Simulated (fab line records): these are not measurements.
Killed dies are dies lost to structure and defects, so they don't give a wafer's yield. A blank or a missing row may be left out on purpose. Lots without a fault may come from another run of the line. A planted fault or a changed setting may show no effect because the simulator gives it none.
Matching of chambers / flow nand_harc / NHARC_A_ONON_D1_DEP_33 on pecvd-03 has 3 sister chambers
The step deposits SiO2, target thk 200 nm. 24 wafers are shown with their chamber, then 12 later ones without.

## WAFERS WITH THEIR CHAMBER
wafer=L075.3; chamber=0; throttle_valve_pct (%)=16.8; heater_power_w (W)=453
wafer=L075.4; chamber=2; throttle_valve_pct (%)=16.2; heater_power_w (W)=482
wafer=L075.5; chamber=1; throttle_valve_pct (%)=14.9; heater_power_w (W)=443
wafer=L079.2; chamber=2; throttle_valve_pct (%)=16.2; heater_power_w (W)=520
wafer=L079.4; chamber=0; throttle_valve_pct (%)=16.8; heater_power_w (W)=482
wafer=L079.5; chamber=1; throttle_valve_pct (%)=14.7; heater_power_w (W)=525
wafer=L082.3; chamber=0; throttle_valve_pct (%)=16.9; heater_power_w (W)=473
wafer=L082.5; chamber=0; throttle_valve_pct (%)=16.8; heater_power_w (W)=464
wafer=L082.6; chamber=1; throttle_valve_pct (%)=15.0; heater_power_w (W)=528
wafer=L083.2; chamber=0; throttle_valve_pct (%)=17.0; heater_power_w (W)=477
wafer=L083.3; chamber=1; throttle_valve_pct (%)=15.5; heater_power_w (W)=444
wafer=L083.4; chamber=0; throttle_valve_pct (%)=17.0; heater_power_w (W)=505
wafer=L085.2; chamber=2; throttle_valve_pct (%)=16.3; heater_power_w (W)=472
wafer=L085.4; chamber=1; throttle_valve_pct (%)=15.1; heater_power_w (W)=456
wafer=L085.6; chamber=0; throttle_valve_pct (%)=16.9; heater_power_w (W)=507
wafer=L087.2; chamber=1; throttle_valve_pct (%)=15.2; heater_power_w (W)=525
wafer=L087.4; chamber=1; throttle_valve_pct (%)=15.0; heater_power_w (W)=403
wafer=L087.6; chamber=2; throttle_valve_pct (%)=16.5; heater_power_w (W)=506
wafer=L089.2; chamber=0; throttle_valve_pct (%)=16.9; heater_power_w (W)=507
wafer=L089.4; chamber=0; throttle_valve_pct (%)=17.2; heater_power_w (W)=510
wafer=L089.5; chamber=2; throttle_valve_pct (%)=16.1; heater_power_w (W)=521
wafer=L088.1; chamber=2; throttle_valve_pct (%)=16.2; heater_power_w (W)=531
wafer=L088.2; chamber=1; throttle_valve_pct (%)=15.0; heater_power_w (W)=469
wafer=L088.5; chamber=1; throttle_valve_pct (%)=15.2; heater_power_w (W)=497

SIGNATURES, as means of the wafers listed above
reading=throttle_valve_pct; chamber 0=16.922; chamber 1=15.067; chamber 2=16.250; scatter within a chamber=0.173
reading=heater_power_w; chamber 0=486.44; chamber 1=476.67; chamber 2=505.33; scatter within a chamber=32.6
Rule: a wafer's distance from a chamber is the root of the sum, over the readings, of the square of ((its reading less the chamber's mean) divided by the reading's scatter). The wafer belongs to the nearest chamber; if the next one is less than 2 further off, it can't be placed. The scatter is the square root of a quotient: the sum, over the shown wafers, of each reading's squared deviation from its chamber's mean, divided by wafers minus chambers.

## WAFERS WITH NO CHAMBER GIVEN
wafer=L090.2; throttle_valve_pct (%)=15.2; heater_power_w (W)=426
wafer=L090.5; throttle_valve_pct (%)=15.2; heater_power_w (W)=438
wafer=L090.6; throttle_valve_pct (%)=16.4; heater_power_w (W)=523
wafer=L091.2; throttle_valve_pct (%)=16.6; heater_power_w (W)=493
wafer=L091.3; throttle_valve_pct (%)=16.7; heater_power_w (W)=513
wafer=L091.6; throttle_valve_pct (%)=16.9; heater_power_w (W)=524
wafer=L093.1; throttle_valve_pct (%)=15.4; heater_power_w (W)=510
wafer=L093.2; throttle_valve_pct (%)=16.2; heater_power_w (W)=506
wafer=L093.5; throttle_valve_pct (%)=15.2; heater_power_w (W)=523
wafer=L096.2; throttle_valve_pct (%)=16.0; heater_power_w (W)=560
wafer=L096.3; throttle_valve_pct (%)=15.1; heater_power_w (W)=481
wafer=L096.6; throttle_valve_pct (%)=15.9; heater_power_w (W)=424

## CHAMBER TAKEN BY EACH
wafer=L090.2; from the rows above=1; in truth=1
wafer=L090.5; from the rows above=1; in truth=1
wafer=L090.6; from the rows above=2; in truth=2
wafer=L091.2; from the rows above=can't be placed: 0 or 2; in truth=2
wafer=L091.3; from the rows above=can't be placed: 0 or 2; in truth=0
wafer=L091.6; from the rows above=0; in truth=0
wafer=L093.1; from the rows above=1; in truth=1
wafer=L093.2; from the rows above=2; in truth=2
wafer=L093.5; from the rows above=1; in truth=1
wafer=L096.2; from the rows above=2; in truth=2
wafer=L096.3; from the rows above=1; in truth=1
wafer=L096.6; from the rows above=can't be placed: 2 or 1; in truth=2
Correct placement for 9 of the 12. Can't be placed from these rows: 3 (the true chamber is among the candidates in 3). Placed wrongly: 0.
